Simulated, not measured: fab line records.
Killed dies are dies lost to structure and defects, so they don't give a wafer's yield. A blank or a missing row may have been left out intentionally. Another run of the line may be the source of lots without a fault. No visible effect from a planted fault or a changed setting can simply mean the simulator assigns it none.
Split-lot study || flow n5_finfet || 21 wafers read across 7 lots, on a route 1938 steps long

ABOUT THE SPLIT
At N5_DUMMY_GATE_HM_DEP_06 (deposits SiNx from DCS/NH3, target thk 80 nm, time 5141 s), the setting time_s was moved away from the recipe's 5141 s on 12 of the 21 wafers read, by -8.9% to +10.8%. This setting was run at the recipe's value on the other wafers.

The reading is taken at the split's own step.

THE READING
SiNx_of_DUMMY_GATE_HM_DEP_06.thk_nm (the simulator's own value, which no gauge read), in nm, at N5_DUMMY_GATE_HM_DEP_06 (deposits SiNx from DCS/NH3, target thk 80 nm, time 5141 s). No usual value for it is given in the file. Here, 9 wafers ran the recipe; their average is 80.6 nm with a standard deviation of 0.34 nm.

{"wafer": "L080.1", "tool, chamber at the split": "-, -", "time_s as run, s": 5141, "against the recipe": "recipe", "SiNx_of_DUMMY_GATE_HM_DEP_06.thk_nm, nm": 80.4, "against lot-mates on the recipe": "-"}
{"wafer": "L080.6", "tool, chamber at the split": "-, -", "time_s as run, s": 5141, "against the recipe": "recipe", "SiNx_of_DUMMY_GATE_HM_DEP_06.thk_nm, nm": 80.4, "against lot-mates on the recipe": "-"}
{"wafer": "L080.3", "tool, chamber at the split": "-, -", "time_s as run, s": 5141, "against the recipe": "recipe", "SiNx_of_DUMMY_GATE_HM_DEP_06.thk_nm, nm": 80.6, "against lot-mates on the recipe": "-"}
{"wafer": "L082.2", "tool, chamber at the split": "-, -", "time_s as run, s": 5421, "against the recipe": "+5.4%", "SiNx_of_DUMMY_GATE_HM_DEP_06.thk_nm, nm": 85.4, "against lot-mates on the recipe": "no lot-mate on the recipe"}
{"wafer": "L082.4", "tool, chamber at the split": "-, -", "time_s as run, s": 5421, "against the recipe": "+5.4%", "SiNx_of_DUMMY_GATE_HM_DEP_06.thk_nm, nm": 85.6, "against lot-mates on the recipe": "no lot-mate on the recipe"}
{"wafer": "L082.6", "tool, chamber at the split": "-, -", "time_s as run, s": 5421, "against the recipe": "+5.4%", "SiNx_of_DUMMY_GATE_HM_DEP_06.thk_nm, nm": 85.2, "against lot-mates on the recipe": "no lot-mate on the recipe"}
{"wafer": "L083.2", "tool, chamber at the split": "-, -", "time_s as run, s": 5141, "against the recipe": "recipe", "SiNx_of_DUMMY_GATE_HM_DEP_06.thk_nm, nm": 80.2, "against lot-mates on the recipe": "-"}
{"wafer": "L083.3", "tool, chamber at the split": "-, -", "time_s as run, s": 5141, "against the recipe": "recipe", "SiNx_of_DUMMY_GATE_HM_DEP_06.thk_nm, nm": 80.6, "against lot-mates on the recipe": "-"}
{"wafer": "L083.5", "tool, chamber at the split": "-, -", "time_s as run, s": 5141, "against the recipe": "recipe", "SiNx_of_DUMMY_GATE_HM_DEP_06.thk_nm, nm": 80.8, "against lot-mates on the recipe": "-"}
{"wafer": "L084.3", "tool, chamber at the split": "-, -", "time_s as run, s": 4684, "against the recipe": "-8.9%", "SiNx_of_DUMMY_GATE_HM_DEP_06.thk_nm, nm": 74.4, "against lot-mates on the recipe": "no lot-mate on the recipe"}
{"wafer": "L084.4", "tool, chamber at the split": "-, -", "time_s as run, s": 4684, "against the recipe": "-8.9%", "SiNx_of_DUMMY_GATE_HM_DEP_06.thk_nm, nm": 75, "against lot-mates on the recipe": "no lot-mate on the recipe"}
{"wafer": "L084.5", "tool, chamber at the split": "-, -", "time_s as run, s": 4684, "against the recipe": "-8.9%", "SiNx_of_DUMMY_GATE_HM_DEP_06.thk_nm, nm": 75.2, "against lot-mates on the recipe": "no lot-mate on the recipe"}
{"wafer": "L088.1", "tool, chamber at the split": "-, -", "time_s as run, s": 5697, "against the recipe": "+10.8%", "SiNx_of_DUMMY_GATE_HM_DEP_06.thk_nm, nm": 88, "against lot-mates on the recipe": "no lot-mate on the recipe"}
{"wafer": "L088.3", "tool, chamber at the split": "-, -", "time_s as run, s": 5697, "against the recipe": "+10.8%", "SiNx_of_DUMMY_GATE_HM_DEP_06.thk_nm, nm": 88, "against lot-mates on the recipe": "no lot-mate on the recipe"}
{"wafer": "L088.5", "tool, chamber at the split": "-, -", "time_s as run, s": 5697, "against the recipe": "+10.8%", "SiNx_of_DUMMY_GATE_HM_DEP_06.thk_nm, nm": 87.6, "against lot-mates on the recipe": "no lot-mate on the recipe"}
{"wafer": "L096.1", "tool, chamber at the split": "lpcvd-01, 1/40,1/45", "time_s as run, s": 5141, "against the recipe": "recipe", "SiNx_of_DUMMY_GATE_HM_DEP_06.thk_nm, nm": 81.2, "against lot-mates on the recipe": "-"}
{"wafer": "L096.2", "tool, chamber at the split": "lpcvd-01, 1/40,1/45", "time_s as run, s": 5141, "against the recipe": "recipe", "SiNx_of_DUMMY_GATE_HM_DEP_06.thk_nm, nm": 81.2, "against lot-mates on the recipe": "-"}
{"wafer": "L096.5", "tool, chamber at the split": "lpcvd-01, 1/59", "time_s as run, s": 5141, "against the recipe": "recipe", "SiNx_of_DUMMY_GATE_HM_DEP_06.thk_nm, nm": 80.4, "against lot-mates on the recipe": "-"}
{"wafer": "L097.1", "tool, chamber at the split": "-, -", "time_s as run, s": 5489, "against the recipe": "+6.8%", "SiNx_of_DUMMY_GATE_HM_DEP_06.thk_nm, nm": 85.2, "against lot-mates on the recipe": "no lot-mate on the recipe"}
{"wafer": "L097.6", "tool, chamber at the split": "-, -", "time_s as run, s": 5489, "against the recipe": "+6.8%", "SiNx_of_DUMMY_GATE_HM_DEP_06.thk_nm, nm": 85.2, "against lot-mates on the recipe": "no lot-mate on the recipe"}
{"wafer": "L097.4", "tool, chamber at the split": "-, -", "time_s as run, s": 5489, "against the recipe": "+6.8%", "SiNx_of_DUMMY_GATE_HM_DEP_06.thk_nm, nm": 85, "against lot-mates on the recipe": "no lot-mate on the recipe"}
Where a row lists several chambers, the file gives one row for several wafers and doesn't say which wafer went through which chamber.

THE FIT
A straight line over all 21 wafers: SiNx_of_DUMMY_GATE_HM_DEP_06.thk_nm changes by +0.676 nm for each +1% of time_s; r = +0.99; the points scatter about the line by 0.5 nm.
Too few moved wafers have a lot-mate on the recipe to fit a line with each lot's own level taken away.

THE FILE'S OWN FIT
SiNx_of_DUMMY_GATE_HM_DEP_06.thk_nm changes by +0.676 nm for each +1% of time_s, r = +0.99.
